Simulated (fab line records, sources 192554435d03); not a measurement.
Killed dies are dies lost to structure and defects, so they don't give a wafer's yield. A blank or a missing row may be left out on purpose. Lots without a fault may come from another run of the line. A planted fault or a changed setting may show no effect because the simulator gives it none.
A struck lot beside a sound one | flow n5_finfet | 36 steps out of a route of 1938
Sound: wafers L388.2, L388.4, L388.6. Struck: wafers L391.3, L391.4, L391.6. The cause comes at the end.
At each step with rows: each side's tool, then ch and its chambers, then its first start. Under that, the readings that differ: sound wafers | struck wafers | difference of the means | sigmas: that difference in standard deviations of wafers without a fault.
alike: readings whose means differ by less than 2 such deviations, and words and numbers that are the same on both sides. not compared: withheld readings, readings that some wafer has no value for, bounds like >300 that may hide the same value, and numbers for which the record gives no deviation and whose values overlap.
The two part at a step that has a row with sigmas, a row that says differs or no value, or rows on one side only. Numbers that don't overlap but have no deviation are shown without sigmas and don't part them. A reading that every wafer of one side lacks parts them only if that side has two wafers or more.

first, 9 steps without rows for these wafers: N5_WELL_APT_COAT_02 (resist thk 950 nm); N5_WELL_APT_EBR_04; N5_WELL_APT_SOFTBAKE_03 (time 60 s); N5_WELL_APT_EXPOSE_05 (exposes mask NWELL, defocus 0 nm, target cd 200 nm); N5_WELL_APT_PEB_06 (peb time 90 s); N5_WELL_APT_DEVELOP_07 (develop time 45 s); N5_WELL_APT_HARDBAKE_12 (time 120 s); N5_WELL_APT_DESCUM_13 (chemistry O2, time 7.9 s); N5_WELL_APT_IMPLANT_14.
N5_WELL_APT_IMPLANT_15:
  sound on implanter-02 ch 0, day 5 02:36; struck on implanter-02 ch 0, day 5 20:47
  reading            | sound                           | struck                           | difference  | sigmas
  dose_ions_cm2      | 1.5004e+13 1.501e+13 1.5002e+13 | 2.2182e+13 2.2154e+13 2.2168e+13 | +7.1627e+12 | +99 or more
  faraday_current_uA | 196 200 190                     | 283 278 283                      | +86         | +21
  alike: beam_on_s
then, 25 steps without rows for these wafers: N5_WELL_APT_STRIP_16 (strips in SPM, time 900 s); N5_WELL_APT_HMDS_18 (time 60 s); N5_WELL_APT_COAT_19 (resist thk 950 nm); N5_WELL_APT_EBR_21; N5_WELL_APT_SOFTBAKE_20 (time 60 s); N5_WELL_APT_EXPOSE_22 (exposes mask PWELL, defocus 0 nm, target cd 200 nm); N5_WELL_APT_PEB_23 (peb time 90 s); N5_WELL_APT_DEVELOP_24 (develop time 45 s); N5_WELL_APT_HARDBAKE_29 (time 120 s); N5_WELL_APT_DESCUM_30 (chemistry O2, time 7.9 s); N5_WELL_APT_IMPLANT_31; N5_WELL_APT_IMPLANT_32; N5_WELL_APT_STRIP_33 (strips in SPM, time 900 s); N5_WELL_APT_RTA_34 (time 10 s); N5_WELL_APT_OXIDE_STRIP_42 (strips SiO2 in dHF, time 45 s, target depth 12 nm); N5_WELL_APT_PRECLEAN_36 (cleans in O3/DIW, time 45 s); N5_WELL_APT_PRECLEAN_39 (cleans in dHF, time 60 s); N5_WELL_APT_SRD_37 (time 30 s); N5_WELL_APT_EPI_41 (deposits Si from SiH4/H2, target thk 50 nm, time 297.7 s); N5_PMOS_HMC_CHANNEL_EPI_HM_DEP_34 (deposits SiO2 from TEOS/O2, target thk 36 nm, time 6.9 s); N5_PMOS_HMC_CHANNEL_EPI_COAT_31 (time 60 s, resist thk 66 nm); N5_PMOS_HMC_CHANNEL_EPI_COAT_03 (resist thk 205 nm); N5_PMOS_HMC_CHANNEL_EPI_EBR_05; N5_PMOS_HMC_CHANNEL_EPI_SOFTBAKE_04 (time 60 s); N5_PMOS_HMC_CHANNEL_EPI_EXPOSE_06 (exposes mask PMOS HMC BLK, target cd 240 nm).
-- the record jumps here: 7 days lie between the struck wafers' starts before and after (it left off in module PMOS_HMC_CHANNEL_EPI and takes up again in module BEOL_M4, whose first step shown is number 1111 of the route) --
N5_BEOL_M4_RC_MEAS_101:
  sound on prober-01 ch 0, day 12 14:52; struck on prober-02 ch 0, day 12 09:26
  reading             | sound                 | struck                     | difference | sigmas
  CJ_P                | 5.97 5.66 5.86        | 7.40 7.40 7.38             | +1.56      | +8
  IOFF_P_LONG (nA/um) | 9.5e-05 9e-05 9.6e-05 | 0.000148 0.000146 0.000149 | +0.000054  | +6
  alike: DIBL_N, DIBL_P, IOFF_N, IOFF_P, ION_N, ION_P, SS_N, SS_P, VT_N, VT_P

WHERE THEY PART
First at N5_WELL_APT_IMPLANT_15; last, within this record, at N5_BEOL_M4_RC_MEAS_101.

WHY: what the simulator had put in
Process parameter drift: implanter-02, from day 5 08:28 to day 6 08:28, at N5_WELL_APT_IMPLANT_15. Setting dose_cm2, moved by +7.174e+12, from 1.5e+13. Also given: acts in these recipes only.
